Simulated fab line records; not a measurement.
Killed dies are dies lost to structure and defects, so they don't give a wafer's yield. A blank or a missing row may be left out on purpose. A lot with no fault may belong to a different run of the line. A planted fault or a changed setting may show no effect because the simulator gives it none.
fab line records ; flow n5_finfet ; part 1 of 2: steps 1 to 24 of 29
record: lots: 5; wafers: 15; last_day: 18
route steps=1938 shown BEOL_M14@1763 BEOL_M15@1773
lots that met no fault: from a run of the same line without faults
start_h: the number of hours between the record's first day and the start of the first shown wafer of the lot ; wait_h: hours elapsed since this lot's preceding step ; " unchanged from the row above ; L1.1+2: a row that stands for several wafers ; - no value, or no start given ; * or withheld: withheld ; < > ~ a bound
route shown NAME@n: names a module that has steps shown in the file, with the first one's number in the route ; usual: the fault-free wafers' mean and standard deviation ; same: alike in all rows ; chamber/n: place in a boat ; sites: per-site readings ; _std_site: the standard deviation of these ; _edge_site: outer sites' mean less inner sites' ; radius_mm: for every site, how far away it sits from the centre of the wafer ; mask NAME#n: copy n ; behind: the most recent tool/chamber to have shaped the wafer ; hold: cause of the lot's hold/its duration in hours/its outcome ; device: the transistor (n, p or np) that didn't switch ; end of line: at the end of the route, the tests of the same wafers ; where a step has no rows: the recipe by itself ; killed: dies lost to structure and defects at the first sort, not the wafer's yield ; map: a wafer's dies, x killed, . not, _ none there
set.NAME: setting as actually run; set.NAME@STEP: the setting as run at that earlier step ; model.NAME: the simulator's own value behind a step, which no gauge read
lots at selected steps of the route; one table per step, one row per wafer
services: when a tool's chamber went out of use (start_h, in hours from the record's first day, below 0 if earlier), for how many hours, and the reason
== steps ==
step: N5_BEOL_M14_SPUTTER_44
recipe: material: Ta; target_thk_a: 150; temp_c: 50; bias_v: 80; power_w: 15000; chamber_pressure_pa: 0.07; time_s: 24.19
usual: throttle_valve_pct: 30.1/0.83
lot.wafer;tool;chamber;start_h;wait_h;throttle_valve_pct
L081.1;pvd_sputter-01;-;308.90;0.0;29.5
L081.5;pvd_sputter-01;-;308.90;0.0;31.2
L081.6;pvd_sputter-01;-;308.90;0.0;29.5
L084.1;pvd_sputter-02;-;350.96;0.0;29.5
L084.2;pvd_sputter-02;-;350.96;0.0;30.4
L084.6;pvd_sputter-02;-;350.96;0.0;30.9
L089.2;pvd_sputter-02;-;369.61;0.0;30.9
L089.4;pvd_sputter-02;-;369.61;0.0;28.6
L089.6;pvd_sputter-02;-;369.61;0.0;29.6
L094.1;pvd_sputter-03;-;392.93;0.0;29.6
L094.2;pvd_sputter-03;-;392.93;0.0;30.6
L094.5;pvd_sputter-03;-;392.93;0.0;29.4
L097.1;pvd_sputter-01;-;405.91;0.0;31.0
L097.2;pvd_sputter-01;-;405.91;0.0;31.2
L097.4;pvd_sputter-01;-;405.91;0.0;29.7
step: N5_BEOL_M14_SPUTTER_45
recipe: material: Cu; target_thk_a: 1000; temp_c: -20; bias_v: 60; power_w: 26000; chamber_pressure_pa: 0.13; time_s: 16.67
usual: throttle_valve_pct: 30.1/0.85
lot.wafer;tool;chamber;start_h;wait_h;throttle_valve_pct
L081.1;pvd_sputter-01;-;308.98;0.0;29.7
L081.5;pvd_sputter-01;-;308.98;0.0;31.2
L081.6;pvd_sputter-01;-;308.98;0.0;29.6
L084.1;pvd_sputter-02;-;351.04;0.0;29.6
L084.2;pvd_sputter-02;-;351.04;0.0;30.4
L084.6;pvd_sputter-02;-;351.04;0.0;31.1
L089.2;pvd_sputter-02;-;369.69;0.0;30.9
L089.4;pvd_sputter-02;-;369.69;0.0;28.5
L089.6;pvd_sputter-02;-;369.69;0.0;29.4
L094.1;pvd_sputter-03;-;393.01;0.0;29.4
L094.2;pvd_sputter-03;-;393.01;0.0;30.6
L094.5;pvd_sputter-03;-;393.01;0.0;29.1
L097.1;pvd_sputter-01;-;405.99;0.0;30.7
L097.2;pvd_sputter-01;-;405.99;0.0;31.1
L097.4;pvd_sputter-01;-;405.99;0.0;29.9
step: N5_BEOL_M14_ECD_47
recipe: material: Cu; target_thk_a: 12480
lot.wafer;tool;chamber;start_h;wait_h
L081.1+5+6;ecd_cu-02;0,0,1;309.10;0.1
L084.1+2+6;ecd_cu-01;0,1,0;351.16;0.1
L089.2+4+6;ecd_cu-01;1,0,0;369.81;0.1
L094.1+2+5;ecd_cu-02;1,0,0;393.13;0.1
L097.1+2+4;ecd_cu-01;0,1,0;406.11;0.1
step: N5_BEOL_M14_ANNEAL_48
recipe: temp_c: 225; time_s: 90; ambient: N2
usual: anneal_temp_c: 224.98/0.16; wafer_temp_C_max: 225.73/0.3
lot.wafer;tool;chamber;start_h;wait_h;anneal_temp_c;wafer_temp_C_max
L081.1;rtp_anneal-01;0;309.29;0.1;225.16;225.81
L081.5;rtp_anneal-01;0;309.29;0.1;224.93;225.57
L081.6;rtp_anneal-01;0;309.29;0.1;225.19;225.95
L084.1;rtp_anneal-01;0;351.35;0.1;225.03;225.74
L084.2;rtp_anneal-01;0;351.35;0.1;224.99;225.96
L084.6;rtp_anneal-01;0;351.35;0.1;225.01;226.02
L089.2;rtp_anneal-01;0;370.04;0.2;225.40;225.95
L089.4;rtp_anneal-01;0;370.04;0.2;225.04;226.13
L089.6;rtp_anneal-01;0;370.04;0.2;225.26;226.00
L094.1;rtp_anneal-01;0;393.32;0.1;224.87;225.91
L094.2;rtp_anneal-01;0;393.32;0.1;224.90;226.18
L094.5;rtp_anneal-01;0;393.32;0.1;225.27;225.91
L097.1;rtp_anneal-01;0;406.30;0.1;225.12;226.05
L097.2;rtp_anneal-01;0;406.30;0.1;225.00;226.14
L097.4;rtp_anneal-01;0;406.30;0.1;224.93;225.97
step: N5_BEOL_M14_CMP_49
recipe: stop_on: SiO2; t_overpolish_s: 5.2; down_force_psi: 2; platen_rpm: 80; clearing_platen_down_force_psi: 2; clearing_platen_rpm: 80; post_cmp_clean: cu_alkaline; target_thk_nm: 560; clearing_platen_pad_velocity_m_s: 1.5917; pad_velocity_m_s: 1.5917
usual: barrier_field_endpoint_s: 11.34/0.27; edge_zone_pressure_frac: 1.000/0.0042; motor_current_A: 8.5/0.92; overpolish_run_s: 5.201/0.0086; time_to_endpoint_s: 122/3.6
lot.wafer;tool;chamber;start_h;wait_h;barrier_field_endpoint_s;edge_zone_pressure_frac;motor_current_A;overpolish_run_s;time_to_endpoint_s
L081.1;cmp-04;2;309.66;0.3;11.19;0.991;9.3;5.220;119
L081.6;cmp-04;0;309.66;0.3;10.96;0.998;9.4;5.203;114
L081.5;cmp-04;1;309.66;0.3;10.95;1.000;7.2;5.199;118
L084.1;cmp-01;2;351.65;0.3;11.21;0.995;7.3;5.203;120
L084.2;cmp-01;1;351.65;0.3;11.17;0.996;8.8;5.195;119
L084.6;cmp-01;2;351.65;0.3;10.99;1.003;7.5;5.183;115
L089.4;cmp-04;0;370.33;0.2;11.19;0.999;9.1;5.201;117
L089.2;cmp-04;2;370.33;0.2;11.58;0.996;8.9;5.196;124
L089.6;cmp-04;0;370.33;0.2;11.10;0.996;8.5;5.205;116
L094.1;cmp-04;0;393.69;0.3;10.96;1.005;9.1;5.197;113
L094.2;cmp-04;1;393.69;0.3;11.27;0.998;7.5;5.196;122
L094.5;cmp-04;2;393.69;0.3;11.33;1.001;8.6;5.213;124
L097.4;cmp-02;2;406.61;0.1;11.98;0.996;8.8;5.201;130
L097.1;cmp-02;0;406.61;0.1;11.56;0.995;8.8;5.211;124
L097.2;cmp-02;1;406.61;0.1;11.51;0.999;10.1;5.201;121
step: N5_BEOL_M14_THK_MEAS_50
recipe: thk_meas_gauge: xrf; reads: Cu_of_BEOL_M14_ECD_47
usual: M14_THK: 556/9
lot.wafer;tool;chamber;start_h;wait_h;M14_THK[nm]
L081.1;film_metro-02;-;309.88;-;569
L081.5;film_metro-02;-;309.88;-;570
L081.6;film_metro-02;-;309.88;-;548
L084.1;film_metro-02;-;351.94;-;544
L084.2;film_metro-02;-;351.94;-;548
L084.6;film_metro-02;-;351.94;-;547
L089.2;film_metro-02;-;370.59;-;549
L089.4;film_metro-02;-;370.59;-;566
L089.6;film_metro-02;-;370.59;-;549
L094.1;film_metro-01;-;393.91;-;566
L094.2;film_metro-01;-;393.91;-;549
L094.5;film_metro-01;-;393.91;-;551
L097.1;film_metro-01;-;406.91;-;541
L097.2;film_metro-01;-;406.91;-;565
L097.4;film_metro-01;-;406.91;-;555
step: N5_BEOL_M14_PRE_CLEAN_52
recipe: gas: NH3; time_s: 15; temp_c: withheld; rf_power_w: 300
lot.wafer;tool;chamber;start_h;wait_h
L081.1+5+6;pecvd-04;0,0,1;309.91;0.0
L084.1+2+6;pecvd-03;2,1,2;351.98;0.0
L089.2+4+6;pecvd-01;2,1,1;370.63;0.0
L094.1+2+5;pecvd-03;2,0,0;393.95;0.0
L097.1+2+4;pecvd-04;2,1,1;406.95;0.0
step: N5_BEOL_M14_DEP_53
recipe: material: SiCN; target_thk_a: 500; temp_c: withheld; precursor: 3MS/NH3; pressure_torr: 3; rf_w: 675; time_s: 17.8
usual: showerhead_plenum_p_Torr: 4.15/0.035; throttle_valve_pct: 18.3/1.1
lot.wafer;tool;chamber;start_h;wait_h;showerhead_plenum_p_Torr;throttle_valve_pct
L081.1;pecvd-04;0;309.94;0.0;4.17;18.4
L081.5;pecvd-04;0;309.94;0.0;4.16;18.2
L081.6;pecvd-04;1;309.94;0.0;4.13;18.9
L084.1;pecvd-03;2;352.00;0.0;4.17;19.1
L084.2;pecvd-03;1;352.00;0.0;4.17;19.0
L084.6;pecvd-03;2;352.00;0.0;4.17;18.8
L089.2;pecvd-01;2;370.66;0.0;4.12;17.0
L089.4;pecvd-01;1;370.66;0.0;4.18;18.4
L089.6;pecvd-01;1;370.66;0.0;4.19;18.3
L094.1;pecvd-03;2;393.98;0.0;4.17;19.1
L094.2;pecvd-03;0;393.98;0.0;4.17;18.1
L094.5;pecvd-03;0;393.98;0.0;4.17;18.1
L097.1;pecvd-04;2;406.97;0.0;4.15;16.2
L097.2;pecvd-04;1;406.97;0.0;4.13;19.0
L097.4;pecvd-04;1;406.97;0.0;4.13;18.8
step: N5_BEOL_M14_RS_MEAS_54
recipe: thk_meas_gauge: four-point-probe; reads: Cu_of_BEOL_M14_ECD_47+Ta_of_BEOL_M14_SPUTTER_44+TaN_of_BEOL_M14_SPUTTER_43
usual: M14_RS: 0.0333/0.00052
lot.wafer;tool;chamber;start_h;wait_h;M14_RS[ohm/sq]
L081.1;film_metro-02;-;310.01;0.1;0.0325
L081.5;film_metro-02;-;310.01;0.1;0.0327
L081.6;film_metro-02;-;310.01;0.1;0.0338
L084.1;film_metro-01;-;352.07;0.0;0.0342
L084.2;film_metro-01;-;352.07;0.0;0.0340
L084.6;film_metro-01;-;352.07;0.0;0.0340
L089.2;film_metro-02;-;370.75;0.1;0.0335
L089.4;film_metro-02;-;370.75;0.1;0.0325
L089.6;film_metro-02;-;370.75;0.1;0.0336
L094.1;film_metro-02;-;394.07;0.1;0.0329
L094.2;film_metro-02;-;394.07;0.1;0.0340
L094.5;film_metro-02;-;394.07;0.1;0.0338
L097.1;film_metro-01;-;407.04;0.0;0.0342
L097.2;film_metro-01;-;407.04;0.0;0.0330
L097.4;film_metro-01;-;407.04;0.0;0.0333
step: N5_BEOL_M14_INSPECT_55
recipe: inspect_instrument: darkfield; mode: post_dep
usual: raw_defect_count: 69/27
lot.wafer;tool;chamber;start_h;wait_h;raw_defect_count
L081.1;defect_inspect-02;-;310.03;0.0;52
L081.5;defect_inspect-02;-;310.03;0.0;36
L081.6;defect_inspect-02;-;310.03;0.0;49
L084.1;defect_inspect-02;-;352.10;0.0;52
L084.2;defect_inspect-02;-;352.10;0.0;54
L084.6;defect_inspect-02;-;352.10;0.0;96
L089.2;defect_inspect-02;-;370.77;0.0;66
L089.4;defect_inspect-02;-;370.77;0.0;71
L089.6;defect_inspect-02;-;370.77;0.0;59
L094.1;defect_inspect-01;-;394.09;0.0;39
L094.2;defect_inspect-01;-;394.09;0.0;53
L094.5;defect_inspect-01;-;394.09;0.0;66
L097.1;defect_inspect-01;-;407.06;0.0;73
L097.2;defect_inspect-01;-;407.06;0.0;63
L097.4;defect_inspect-01;-;407.06;0.0;47
step: N5_BEOL_M15_ILD_DEP_00
recipe: material: SiO2; target_thk_a: 16293; temp_c: 400; precursor: TEOS/O2; pressure_torr: 6.5; rf_w: 900; teos_flow_sccm: 161.4; gas: O2; flow_sccm: 2650; time_s: 346.1
usual: heater_power_w: 598/110; showerhead_plenum_p_Torr: 8.353/0.03; throttle_valve_pct: 19.0/0.95
lot.wafer;tool;chamber;start_h;wait_h;heater_power_w;showerhead_plenum_p_Torr;throttle_valve_pct
L081.1;pecvd-02;0;310.07;0.0;515;8.351;19.4
L081.5;pecvd-02;0;310.07;0.0;403;8.355;19.4
L081.6;pecvd-02;1;310.07;0.0;755;8.379;20.0
L084.1;pecvd-02;0;352.13;0.0;519;8.354;19.4
L084.2;pecvd-02;2;352.13;0.0;680;8.353;18.0
L084.6;pecvd-02;2;352.13;0.0;756;8.353;18.2
L089.2;pecvd-03;2;370.81;0.0;676;8.380;19.8
L089.4;pecvd-03;1;370.81;0.0;602;8.383;19.5
L089.6;pecvd-03;2;370.81;0.0;741;8.344;19.7
L094.1;pecvd-04;2;394.13;0.0;612;8.286;16.8
L094.2;pecvd-04;1;394.13;0.0;537;8.285;19.3
L094.5;pecvd-04;1;394.13;0.0;593;8.293;19.5
L097.1;pecvd-02;0;407.10;0.0;494;8.356;19.7
L097.2;pecvd-02;1;407.10;0.0;742;8.389;19.9
L097.4;pecvd-02;2;407.10;0.0;714;8.355;18.1
step: N5_BEOL_M15_THK_MEAS_01
recipe: reads: SiO2_of_BEOL_M15_ILD_DEP_00
usual: M15_ILD_THK: 1625/22
lot.wafer;tool;chamber;start_h;wait_h;M15_ILD_THK[nm]
L081.1;film_metro-02;-;310.32;0.1;1604
L081.5;film_metro-02;-;310.32;0.1;1619
L081.6;film_metro-02;-;310.32;0.1;1601
L084.1;film_metro-01;-;352.38;0.1;1599
L084.2;film_metro-01;-;352.38;0.1;1615
L084.6;film_metro-01;-;352.38;0.1;1624
L089.2;film_metro-01;-;371.06;0.1;1632
L089.4;film_metro-01;-;371.06;0.1;1643
L089.6;film_metro-01;-;371.06;0.1;1658
L094.1;film_metro-02;-;394.38;0.1;1625
L094.2;film_metro-02;-;394.38;0.1;1650
L094.5;film_metro-02;-;394.38;0.1;1678
L097.1;film_metro-01;-;407.35;0.1;1597
L097.2;film_metro-01;-;407.35;0.1;1585
L097.4;film_metro-01;-;407.35;0.1;1615
step: N5_BEOL_M15_COAT_58
recipe: resist: BARC; temp_c: 205; time_s: 60; spin_rpm: 1500; resist_thk_nm: 89
usual: exhaust_pa: 44.9/1
lot.wafer;tool;chamber;start_h;wait_h;exhaust_pa
L081.1;litho_track-05;0;310.35;0.0;46.3
L081.5;litho_track-05;0;310.35;0.0;44.7
L081.6;litho_track-05;0;310.35;0.0;44.8
L084.1;litho_track-05;0;352.41;0.0;43.7
L084.2;litho_track-05;0;352.41;0.0;45.1
L084.6;litho_track-05;0;352.41;0.0;44.3
L089.2;litho_track-01;0;371.09;0.0;45.4
L089.4;litho_track-01;0;371.09;0.0;43.8
L089.6;litho_track-01;0;371.09;0.0;45.1
L094.1;litho_track-05;0;394.41;0.0;45.3
L094.2;litho_track-05;0;394.41;0.0;44.9
L094.5;litho_track-05;0;394.41;0.0;44.4
L097.1;litho_track-05;0;407.38;0.0;45.7
L097.2;litho_track-05;0;407.38;0.0;44.7
L097.4;litho_track-05;0;407.38;0.0;45.4
step: N5_BEOL_M15_COAT_04
recipe: spin_rpm: 1704; resist_thk_nm: 800
usual: exhaust_pa: 45.3/0.81
lot.wafer;tool;chamber;start_h;wait_h;exhaust_pa
L081.1;litho_track-05;0;-;-;44.9
L081.5;litho_track-05;0;-;-;45.4
L081.6;litho_track-05;0;-;-;44.6
L084.1;litho_track-05;0;-;-;45.8
L084.2;litho_track-05;0;-;-;46.4
L084.6;litho_track-05;0;-;-;46.6
L089.2;litho_track-01;0;-;-;46.0
L089.4;litho_track-01;0;-;-;46.0
L089.6;litho_track-01;0;-;-;46.6
L094.1;litho_track-05;0;-;-;43.3
L094.2;litho_track-05;0;-;-;44.5
L094.5;litho_track-05;0;-;-;45.6
L097.1;litho_track-05;0;-;-;44.6
L097.2;litho_track-05;0;-;-;44.8
L097.4;litho_track-05;0;-;-;43.9
step: N5_BEOL_M15_EBR_06
recipe: solvent: PGMEA; ebr_width_mm: 1.5
usual: exhaust_pa: 44.9/0.97
lot.wafer;tool;chamber;start_h;wait_h;exhaust_pa
L081.1;litho_track-05;0;-;-;44.5
L081.5;litho_track-05;0;-;-;44.1
L081.6;litho_track-05;0;-;-;44.6
L084.1;litho_track-05;0;-;-;44.0
L084.2;litho_track-05;0;-;-;44.8
L084.6;litho_track-05;0;-;-;44.6
L089.2;litho_track-01;0;-;-;43.9
L089.4;litho_track-01;0;-;-;43.3
L089.6;litho_track-01;0;-;-;42.7
L094.1;litho_track-05;0;-;-;44.4
L094.2;litho_track-05;0;-;-;44.0
L094.5;litho_track-05;0;-;-;45.1
L097.1;litho_track-05;0;-;-;44.8
L097.2;litho_track-05;0;-;-;44.7
L097.4;litho_track-05;0;-;-;44.8
step: N5_BEOL_M15_SOFTBAKE_05
recipe: temp_c: 130; time_s: 60
usual: exhaust_pa: 44.9/0.89
lot.wafer;tool;chamber;start_h;wait_h;exhaust_pa
L081.1;litho_track-05;0;-;-;45.6
L081.5;litho_track-05;0;-;-;45.5
L081.6;litho_track-05;0;-;-;45.9
L084.1;litho_track-05;0;-;-;45.5
L084.2;litho_track-05;0;-;-;46.7
L084.6;litho_track-05;0;-;-;46.3
L089.2;litho_track-01;0;-;-;43.6
L089.4;litho_track-01;0;-;-;44.6
L089.6;litho_track-01;0;-;-;45.8
L094.1;litho_track-05;0;-;-;45.2
L094.2;litho_track-05;0;-;-;45.8
L094.5;litho_track-05;0;-;-;44.4
L097.1;litho_track-05;0;-;-;45.3
L097.2;litho_track-05;0;-;-;44.0
L097.4;litho_track-05;0;-;-;45.7
step: N5_BEOL_M15_EXPOSE_07
recipe: mask_id: V14; na: 0.8; source_shape: annular; sigma_inner: 0.5; sigma_outer: 0.8; polarization: unpolarized; attpsm_phase_deg: 180; dose_mj: 41.25
usual: reticle_temp_C: 23.02/0.11
same: sigma_inner: 0.5
lot.wafer;tool;chamber;start_h;wait_h;mask;reticle_temp_C
L081.1;krf_scanner-01;0;310.45;-;V14#0;22.95
L081.5;krf_scanner-01;0;310.45;-;V14#0;23.13
L081.6;krf_scanner-01;0;310.45;-;V14#0;22.94
L084.1;krf_scanner-02;0;352.64;-;V14#0;23.04
L084.2;krf_scanner-02;0;352.64;-;V14#0;23.08
L084.6;krf_scanner-02;0;352.64;-;V14#0;23.07
L089.2;krf_scanner-02;0;371.20;-;V14#0;22.75
L089.4;krf_scanner-02;0;371.20;-;V14#0;23.02
L089.6;krf_scanner-02;0;371.20;-;V14#0;22.91
L094.1;krf_scanner-01;0;394.51;-;V14#0;22.92
L094.2;krf_scanner-01;0;394.51;-;V14#0;22.80
L094.5;krf_scanner-01;0;394.51;-;V14#0;23.04
L097.1;krf_scanner-01;0;407.61;-;V14#0;23.14
L097.2;krf_scanner-01;0;407.61;-;V14#0;23.08
L097.4;krf_scanner-01;0;407.61;-;V14#0;22.92
step: N5_BEOL_M15_PEB_08
recipe: peb_temp_c: 130; peb_time_s: 90
usual: exhaust_pa: 45.0/0.87
lot.wafer;tool;chamber;start_h;wait_h;exhaust_pa
L081.1;litho_track-02;0;310.51;0.1;45.1
L081.5;litho_track-02;0;310.51;0.1;45.6
L081.6;litho_track-02;0;310.51;0.1;44.3
L084.1;litho_track-02;0;352.70;0.1;44.7
L084.2;litho_track-02;0;352.70;0.1;46.0
L084.6;litho_track-02;0;352.70;0.1;45.1
L089.2;litho_track-01;0;371.25;0.0;46.0
L089.4;litho_track-01;0;371.25;0.0;45.4
L089.6;litho_track-01;0;371.25;0.0;44.7
L094.1;litho_track-02;0;394.57;0.1;44.4
L094.2;litho_track-02;0;394.57;0.1;45.9
L094.5;litho_track-02;0;394.57;0.1;46.5
L097.1;litho_track-01;0;407.66;0.1;44.9
L097.2;litho_track-01;0;407.66;0.1;44.4
L097.4;litho_track-01;0;407.66;0.1;45.6
step: N5_BEOL_M15_DEVELOP_09
recipe: develop_time_s: 45; rinse_liquid: diw; dry: air_spin; dev_temp_c: 21
usual: exhaust_pa: 44.9/0.9
lot.wafer;tool;chamber;start_h;wait_h;exhaust_pa
L081.1;litho_track-02;0;-;-;44.4
L081.5;litho_track-02;0;-;-;43.5
L081.6;litho_track-02;0;-;-;43.0
L084.1;litho_track-02;0;-;-;44.7
L084.2;litho_track-02;0;-;-;44.4
L084.6;litho_track-02;0;-;-;43.2
L089.2;litho_track-01;0;-;-;45.5
L089.4;litho_track-01;0;-;-;45.3
L089.6;litho_track-01;0;-;-;44.7
L094.1;litho_track-02;0;-;-;45.4
L094.2;litho_track-02;0;-;-;45.1
L094.5;litho_track-02;0;-;-;46.3
L097.1;litho_track-01;0;-;-;43.2
L097.2;litho_track-01;0;-;-;43.9
L097.4;litho_track-01;0;-;-;45.1
step: N5_BEOL_M15_HARDBAKE_14
recipe: temp_c: 130; time_s: 120
usual: exhaust_pa: 45.1/0.85
lot.wafer;tool;chamber;start_h;wait_h;exhaust_pa
L081.1;litho_track-02;0;-;-;44.5
L081.5;litho_track-02;0;-;-;45.4
L081.6;litho_track-02;0;-;-;46.7
L084.1;litho_track-02;0;-;-;45.1
L084.2;litho_track-02;0;-;-;45.6
L084.6;litho_track-02;0;-;-;44.9
L089.2;litho_track-01;0;-;-;44.8
L089.4;litho_track-01;0;-;-;44.5
L089.6;litho_track-01;0;-;-;44.7
L094.1;litho_track-02;0;-;-;45.0
L094.2;litho_track-02;0;-;-;46.0
L094.5;litho_track-02;0;-;-;44.6
L097.1;litho_track-01;0;-;-;45.2
L097.2;litho_track-01;0;-;-;44.8
L097.4;litho_track-01;0;-;-;44.1
step: N5_BEOL_M15_CD_MEAS_10
recipe: target_cd_nm: 360; landing_energy_ev: 500; detector: se_inlens; polarity: opening
usual: cd_nm: 360.3/1.4
lot.wafer;tool;chamber;start_h;wait_h;cd_nm
L081.1;cd_sem-02;0;310.63;-;360.2
L081.5;cd_sem-02;0;310.63;-;358.4
L081.6;cd_sem-02;0;310.63;-;359.8
L084.1;cd_sem-02;0;352.81;-;357.8
L084.2;cd_sem-02;0;352.81;-;357.2
L084.6;cd_sem-02;0;352.81;-;359.2
L089.2;cd_sem-03;0;371.36;-;363.5
L089.4;cd_sem-03;0;371.36;-;362.0
L089.6;cd_sem-03;0;371.36;-;363.3
L094.1;cd_sem-03;0;394.68;-;359.8
L094.2;cd_sem-03;0;394.68;-;358.6
L094.5;cd_sem-03;0;394.68;-;359.4
L097.1;cd_sem-01;0;407.78;-;359.4
L097.2;cd_sem-01;0;407.78;-;359.5
L097.4;cd_sem-01;0;407.78;-;358.1
step: N5_BEOL_M15_OVL_MEAS_11
recipe: points_per_wafer: 44
usual: V14_OVL: 1/5.9
lot.wafer;tool;chamber;start_h;wait_h;V14_OVL[nm]
L081.1;overlay-01;0;310.66;0.0;7
L081.5;overlay-01;0;310.66;0.0;11
L081.6;overlay-01;0;310.66;0.0;10
L084.1;overlay-01;0;352.84;0.0;1
L084.2;overlay-01;0;352.84;0.0;-7
L084.6;overlay-01;0;352.84;0.0;-5
L089.2;overlay-01;0;371.39;0.0;1
L089.4;overlay-01;0;371.39;0.0;-3
L089.6;overlay-01;0;371.39;0.0;-3
L094.1;overlay-01;0;394.71;0.0;-9
L094.2;overlay-01;0;394.71;0.0;-6
L094.5;overlay-01;0;394.71;0.0;-3
L097.1;overlay-01;0;407.81;0.0;3
L097.2;overlay-01;0;407.81;0.0;4
L097.4;overlay-01;0;407.81;0.0;0
step: N5_BEOL_M15_INSPECT_12
recipe: mode: adi; inspect_instrument: macro
usual: raw_defect_count: 1.9/1.4
lot.wafer;tool;chamber;start_h;wait_h;raw_defect_count
L081.1;defect_inspect-02;-;310.68;0.0;0
L081.5;defect_inspect-02;-;310.68;0.0;5
L081.6;defect_inspect-02;-;310.68;0.0;2
L084.1;defect_inspect-01;-;352.87;0.0;1
L084.2;defect_inspect-01;-;352.87;0.0;2
L084.6;defect_inspect-01;-;352.87;0.0;0
L089.2;defect_inspect-02;-;371.42;0.0;0
L089.4;defect_inspect-02;-;371.42;0.0;3
L089.6;defect_inspect-02;-;371.42;0.0;1
L094.1;defect_inspect-01;-;394.74;0.0;3
L094.2;defect_inspect-01;-;394.74;0.0;0
L094.5;defect_inspect-01;-;394.74;0.0;2
L097.1;defect_inspect-01;-;407.83;0.0;4
L097.2;defect_inspect-01;-;407.83;0.0;1
L097.4;defect_inspect-01;-;407.83;0.0;3
step: N5_BEOL_M15_DESCUM_15
recipe: chemistry: O2; time_s: 7.9; source_power_w: 50; bias_power_w: 20; pressure_mtorr: 20; rf_frequency_hz: 2.712e+07; temp_c: 40; o2_flow_sccm: 225
usual: chamber_pressure_mTorr: 20.000/0.019; drypump_motor_current_A: 5.6/0.44; oes_product_au: 0.80/0.088; rf_vpp_V: 243.3/1.5; showerhead_plenum_p_Torr: 2.10/0.084; throttle_valve_pct: 20.40/0.16
lot.wafer;tool;chamber;start_h;wait_h;chamber_pressure_mTorr;drypump_motor_current_A;oes_product_au;rf_hours_counter_h;rf_vpp_V;showerhead_plenum_p_Torr;throttle_valve_pct
L081.1;rie_diel-02;3;310.72;0.0;19.981;5.9;0.71;185;242.9;2.08;20.21
L081.5;rie_diel-02;2;310.72;0.0;20.029;5.7;0.70;-;243.2;2.16;20.40
L081.6;rie_diel-02;3;310.72;0.0;20.004;5.9;0.71;-;242.1;2.08;20.21
L084.1;rie_diel-06;2;352.90;0.0;20.021;6.2;0.76;168;240.8;1.92;20.43
L084.2;rie_diel-06;3;352.90;0.0;19.979;5.4;0.83;86;244.1;2.21;20.12
L084.6;rie_diel-06;2;352.90;0.0;20.001;6.2;0.76;-;239.0;1.92;20.44
L089.2;rie_diel-03;2;371.45;0.0;20.032;6.3;0.93;16;244.0;2.14;20.40
L089.4;rie_diel-03;1;371.45;0.0;20.017;5.6;0.84;98;242.8;2.10;20.35
L089.6;rie_diel-03;1;371.45;0.0;20.044;5.6;0.84;-;242.9;2.10;20.34
L094.1;rie_diel-06;1;394.77;0.0;20.006;5.1;0.85;33;244.6;2.23;20.48
L094.2;rie_diel-06;0;394.77;0.0;20.003;5.9;0.82;91;241.6;2.02;20.47
L094.5;rie_diel-06;3;394.77;0.0;19.980;5.4;0.80;-;244.6;2.20;20.13
L097.1;rie_diel-03;2;407.87;0.0;20.013;6.3;0.90;27;243.8;2.14;20.42
L097.2;rie_diel-03;1;407.87;0.0;20.005;5.6;0.81;110;243.7;2.10;20.38
L097.4;rie_diel-03;3;407.87;0.0;20.008;5.9;0.70;225;243.2;2.07;20.57
